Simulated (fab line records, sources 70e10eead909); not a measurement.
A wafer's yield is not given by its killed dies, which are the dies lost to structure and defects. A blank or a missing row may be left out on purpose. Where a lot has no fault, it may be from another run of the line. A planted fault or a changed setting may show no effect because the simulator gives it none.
Which tool did it? :: flow nand-harc :: 12 lots, 36 wafers sampled, at 6 steps of a route of 1159

## WHAT EACH GAUGE READ, for each wafer
NHARC_P_ZERO_WELL_CD_MEAS_24: the cd target is 720 nm. Usual: 719.8 nm for cd-nm, sd 1.3.
lot: L739
measured: day 1 14:29
on: cd-sem-02
cd-nm (nm): 721.5 719.7 721.2
flag: 

lot: L742
measured: day 2 08:29
on: cd-sem-01
cd-nm (nm): 719.1 719.9 720.8
flag: 

lot: L744
measured: day 2 20:29
on: cd-sem-02
cd-nm (nm): 719.0 720.0 719.9
flag: 

lot: L745
measured: day 3 02:34
on: cd-sem-03
cd-nm (nm): 719.5 719.7 718.0
flag: 

lot: L747
measured: day 3 14:37
on: cd-sem-01
cd-nm (nm): 696.7 695.2 695.2
flag: OFF

lot: L748
measured: day 3 20:28
on: cd-sem-02
cd-nm (nm): 719.7 718.9 717.1
flag: 

lot: L749
measured: day 4 02:35
on: cd-sem-01
cd-nm (nm): 719.7 721.7 720.2
flag: 

lot: L757
measured: day 6 02:54
on: cd-sem-01
cd-nm (nm): 722.2 721.0 719.6
flag: 

lot: L758
measured: day 6 08:42
on: cd-sem-01
cd-nm (nm): 721.4 720.2 720.6
flag: 

lot: L759
measured: day 6 14:47
on: cd-sem-02
cd-nm (nm): 718.9 720.1 719.7
flag: 

lot: L761
measured: day 7 02:35
on: cd-sem-02
cd-nm (nm): 721.3 720.9 721.5
flag: 

lot: L762
measured: day 7 08:37
on: cd-sem-01
cd-nm (nm): 717.7 719.8 720.2
flag: 

NHARC_P_ZERO_WELL_INSPECT_43. Usual: 13 for raw-defect-count, sd 5.2.
lot: L739
measured: day 1 19:26
on: defect-inspect-02
raw-defect-count: 11 12 9
flag: 

lot: L742
measured: day 2 13:27
on: defect-inspect-01
raw-defect-count: 15 19 22
flag: 

lot: L744
measured: day 3 01:37
on: defect-inspect-02
raw-defect-count: 13 13 19
flag: 

lot: L745
measured: day 3 07:46
on: defect-inspect-01
raw-defect-count: 11 16 22
flag: 

lot: L747
measured: day 3 19:43
on: defect-inspect-01
raw-defect-count: 16 17 23
flag: 

lot: L748
measured: day 4 01:26
on: defect-inspect-01
raw-defect-count: 13 11 1
flag: 

lot: L749
measured: day 4 08:13
on: defect-inspect-01
raw-defect-count: 17 20 9
flag: 

lot: L757
measured: day 6 07:49
on: defect-inspect-01
raw-defect-count: 27 21 17
flag: 

lot: L758
measured: day 6 13:53
on: defect-inspect-01
raw-defect-count: 12 13 19
flag: 

lot: L759
measured: day 6 19:53
on: defect-inspect-02
raw-defect-count: 27 10 9
flag: 

lot: L761
measured: day 7 07:43
on: defect-inspect-01
raw-defect-count: 11 8 6
flag: 

lot: L762
measured: day 7 13:49
on: defect-inspect-01
raw-defect-count: 17 16 12
flag: 

NHARC_P_STI_CD_MEAS_09: the cd target is 200 nm. Usual: 200.7 nm for cd-nm, sd 1.5.
lot: L739
measured: day 2 11:02
on: cd-sem-03
cd-nm (nm): 199.0 199.6 200.7
flag: 

lot: L742
measured: day 3 05:17
on: cd-sem-01
cd-nm (nm): 201.5 202.1 201.9
flag: 

lot: L744
measured: day 3 16:56
on: cd-sem-01
cd-nm (nm): 204.1 203.6 203.9
flag: 

lot: L745
measured: day 3 23:05
on: cd-sem-01
cd-nm (nm): 201.2 202.5 200.4
flag: 

lot: L747
measured: day 4 14:38
on: cd-sem-02
cd-nm (nm): 200.7 200.7 200.7
flag: 

lot: L748
measured: day 4 14:48
on: cd-sem-01
cd-nm (nm): 201.4 201.1 201.5
flag: 

lot: L749
measured: day 5 02:06
on: cd-sem-01
cd-nm (nm): 199.6 200.0 200.9
flag: 

lot: L757
measured: day 7 00:37
on: cd-sem-02
cd-nm (nm): 199.7 202.4 200.8
flag: 

lot: L758
measured: day 7 05:18
on: cd-sem-01
cd-nm (nm): 199.2 199.8 200.5
flag: 

lot: L759
measured: day 7 11:07
on: cd-sem-01
cd-nm (nm): 197.8 199.4 201.5
flag: 

lot: L761
measured: day 8 01:41
on: cd-sem-02
cd-nm (nm): 201.2 201.6 201.4
flag: 

lot: L762
measured: day 8 01:52
on: cd-sem-02
cd-nm (nm): 199.8 200.2 201.4
flag: 

NHARC_END_SORT_01. Usual: killed-at-array 27, standard deviation 9.8; killed-at-other 0.6, standard deviation 0.83; killed-at-periphery 3.5, standard deviation 2.4; killed-dies 31, standard deviation 9.6; killed-open 3.1, standard deviation 1.9; killed-short 2.0, standard deviation 1.5.
lot: L757
measured: day 24 16:15
on: prober-01
killed-at-array: 27 28 28
killed-at-other: 0 0 0
killed-at-periphery: 6 4 5
killed-dies: 33 32 33
killed-open: 2 1 2
killed-short: 4 4 1
flag: 

## TOOL THAT RAN EACH LOT (tool first, then ch and the chambers of the sampled wafers, then the start)
lot: L739
NHARC_P_ZERO_WELL_EXPOSE_21: krf-scanner-02 ch 0, day 1 14:19
NHARC_P_STI_ETCH_31: rie-diel-04 ch 0,2,3, no start

lot: L742
NHARC_P_ZERO_WELL_EXPOSE_21: krf-scanner-04 ch 0, day 2 08:19
NHARC_P_STI_ETCH_31: rie-diel-10 ch 1,2,3, no start

lot: L744
NHARC_P_ZERO_WELL_EXPOSE_21: krf-scanner-04 ch 0, day 2 20:20
NHARC_P_STI_ETCH_31: rie-diel-10 ch 0,1,2, no start

lot: L745
NHARC_P_ZERO_WELL_EXPOSE_21: krf-scanner-02 ch 0, day 3 02:25
NHARC_P_STI_ETCH_31: rie-diel-04 ch 0,1,2, no start

lot: L747
NHARC_P_ZERO_WELL_EXPOSE_21: krf-scanner-03 ch 0, day 3 14:27
NHARC_P_STI_ETCH_31: rie-diel-04 ch 0,1,3, no start

lot: L748
NHARC_P_ZERO_WELL_EXPOSE_21: krf-scanner-03 ch 0, day 3 20:19
NHARC_P_STI_ETCH_31: rie-diel-03 ch 1,2, no start

lot: L749
NHARC_P_ZERO_WELL_EXPOSE_21: krf-scanner-04 ch 0, day 4 02:26
NHARC_P_STI_ETCH_31: rie-diel-10 ch 0,1,2, no start

lot: L757
NHARC_P_ZERO_WELL_EXPOSE_21: krf-scanner-04 ch 0, day 6 02:44
NHARC_P_STI_ETCH_31: rie-diel-10 ch 0,2,3, day 24 16:15 or earlier

lot: L758
NHARC_P_ZERO_WELL_EXPOSE_21: krf-scanner-02 ch 0, day 6 08:32
NHARC_P_STI_ETCH_31: rie-diel-04 ch 0,1,2, no start

lot: L759
NHARC_P_ZERO_WELL_EXPOSE_21: krf-scanner-04 ch 0, day 6 14:38
NHARC_P_STI_ETCH_31: rie-diel-04 ch 0,2,3, no start

lot: L761
NHARC_P_ZERO_WELL_EXPOSE_21: krf-scanner-02 ch 0, day 7 02:25
NHARC_P_STI_ETCH_31: rie-diel-10 ch 1,2, no start

lot: L762
NHARC_P_ZERO_WELL_EXPOSE_21: krf-scanner-02 ch 0, day 7 08:28
NHARC_P_STI_ETCH_31: rie-diel-04 ch 1,3, no start
- NHARC_P_ZERO_WELL_EXPOSE_21: exposes mask P NWELL, target cd 720 nm.
- NHARC_P_STI_ETCH_31: etches the open film in CF4/CHF3, target depth 108.9 nm, time 54.5 s.

## WHAT THE TOOLS THEMSELVES READ (means of the sampled wafers that have a number; where no wafer has one, the mark that the record gives instead)
NHARC_P_STI_ETCH_31. Usual: bias-w is 200.0 W with standard deviation 0.62, chf3-flow-sccm is 30.00 sccm with standard deviation 0.1, drypump-motor-current-A is 5.6 A with standard deviation 0.42, oes-product-au is 0.962 a.u. with standard deviation 0.016, rf-vpp-V is 371.1 V with standard deviation 1.8, showerhead-plenum-p-Torr is 1.59 Torr with standard deviation 0.046, and throttle-valve-pct is 16.804 % with standard deviation 0.0094.
lot: L739
tool: rie-diel-04
bias-w (W): 200.1
chf3-flow-sccm (sccm): 29.97
drypump-motor-current-A (A): 6.1
oes-product-au (a.u.): 0.959
rf-vpp-V (V): 371.9
showerhead-plenum-p-Torr (Torr): 1.60
throttle-valve-pct (%): 16.798
flag: 

lot: L742
tool: rie-diel-10
bias-w (W): 200.2
chf3-flow-sccm (sccm): 30.06
drypump-motor-current-A (A): 5.4
oes-product-au (a.u.): 0.961
rf-vpp-V (V): 370.9
showerhead-plenum-p-Torr (Torr): 1.57
throttle-valve-pct (%): 16.802
flag: 

lot: L744
tool: rie-diel-10
bias-w (W): 200.1
chf3-flow-sccm (sccm): 30.09
drypump-motor-current-A (A): 5.6
oes-product-au (a.u.): 0.963
rf-vpp-V (V): 370.6
showerhead-plenum-p-Torr (Torr): 1.57
throttle-valve-pct (%): 16.796
flag: 

lot: L745
tool: rie-diel-04
bias-w (W): 199.6
chf3-flow-sccm (sccm): 30.04
drypump-motor-current-A (A): 5.9
oes-product-au (a.u.): 0.965
rf-vpp-V (V): 371.6
showerhead-plenum-p-Torr (Torr): 1.59
throttle-valve-pct (%): 16.799
flag: 

lot: L747
tool: rie-diel-04
bias-w (W): 199.7
chf3-flow-sccm (sccm): 29.96
drypump-motor-current-A (A): 5.6
oes-product-au (a.u.): 0.975
rf-vpp-V (V): 370.3
showerhead-plenum-p-Torr (Torr): 1.58
throttle-valve-pct (%): 16.807
flag: 

lot: L748
tool: rie-diel-03
bias-w (W): 199.9
chf3-flow-sccm (sccm): 30.05
drypump-motor-current-A (A): 5.5
oes-product-au (a.u.): 0.966
rf-vpp-V (V): 371.8
showerhead-plenum-p-Torr (Torr): 1.63
throttle-valve-pct (%): 16.806
flag: 

lot: L749
tool: rie-diel-10
bias-w (W): 200.3
chf3-flow-sccm (sccm): 30.01
drypump-motor-current-A (A): 5.6
oes-product-au (a.u.): 0.974
rf-vpp-V (V): 369.5
showerhead-plenum-p-Torr (Torr): 1.57
throttle-valve-pct (%): 16.798
flag: 

lot: L757
tool: rie-diel-10
bias-w (W): 200.4
chf3-flow-sccm (sccm): 30.15
drypump-motor-current-A (A): 5.5
oes-product-au (a.u.): 0.965
rf-vpp-V (V): 368.4
showerhead-plenum-p-Torr (Torr): 1.53
throttle-valve-pct (%): 16.813
flag: 

lot: L758
tool: rie-diel-04
bias-w (W): 199.5
chf3-flow-sccm (sccm): 30.06
drypump-motor-current-A (A): 6.0
oes-product-au (a.u.): 0.952
rf-vpp-V (V): 371.3
showerhead-plenum-p-Torr (Torr): 1.59
throttle-valve-pct (%): 16.801
flag: 

lot: L759
tool: rie-diel-04
bias-w (W): 200.0
chf3-flow-sccm (sccm): 29.97
drypump-motor-current-A (A): 6.1
oes-product-au (a.u.): 0.964
rf-vpp-V (V): 371.4
showerhead-plenum-p-Torr (Torr): 1.60
throttle-valve-pct (%): 16.805
flag: 

lot: L761
tool: rie-diel-10
bias-w (W): 199.5
chf3-flow-sccm (sccm): 29.95
drypump-motor-current-A (A): 5.6
oes-product-au (a.u.): 0.962
rf-vpp-V (V): 371.1
showerhead-plenum-p-Torr (Torr): 1.58
throttle-valve-pct (%): 16.811
flag: 

lot: L762
tool: rie-diel-04
bias-w (W): 200.3
chf3-flow-sccm (sccm): 29.95
drypump-motor-current-A (A): 5.4
oes-product-au (a.u.): 0.926
rf-vpp-V (V): 371.9
showerhead-plenum-p-Torr (Torr): 1.58
throttle-valve-pct (%): 16.805
flag: 

## THE ANSWER, worked out from the rows above alone
Rule: take the mean of a lot's wafers that have a number; if it is more than 3 standard deviations from the usual mean, the lot is off. Also off: a lot with no number at a reading for which 4 or more lots have one. All remaining lots with rows at the step are treated as sound. First the gauges in route order, then the tools' own readings, where a lot's mean is used as printed above. The first step at which some lot is off is used, and at that step the reading that is off furthest; a lot without a number counts as furthest.
Off, at NHARC_P_ZERO_WELL_CD_MEAS_24 on cd-nm: L747.
If a tool, at a process step before that reading, ran all the lots that are off and no sound lot after the first of them, it fits. Those tools and the gauges at NHARC_P_ZERO_WELL_CD_MEAS_24 are tried in the same way. Not one of the candidates tried fits.

## WHAT THE SIMULATOR HAD INSERTED
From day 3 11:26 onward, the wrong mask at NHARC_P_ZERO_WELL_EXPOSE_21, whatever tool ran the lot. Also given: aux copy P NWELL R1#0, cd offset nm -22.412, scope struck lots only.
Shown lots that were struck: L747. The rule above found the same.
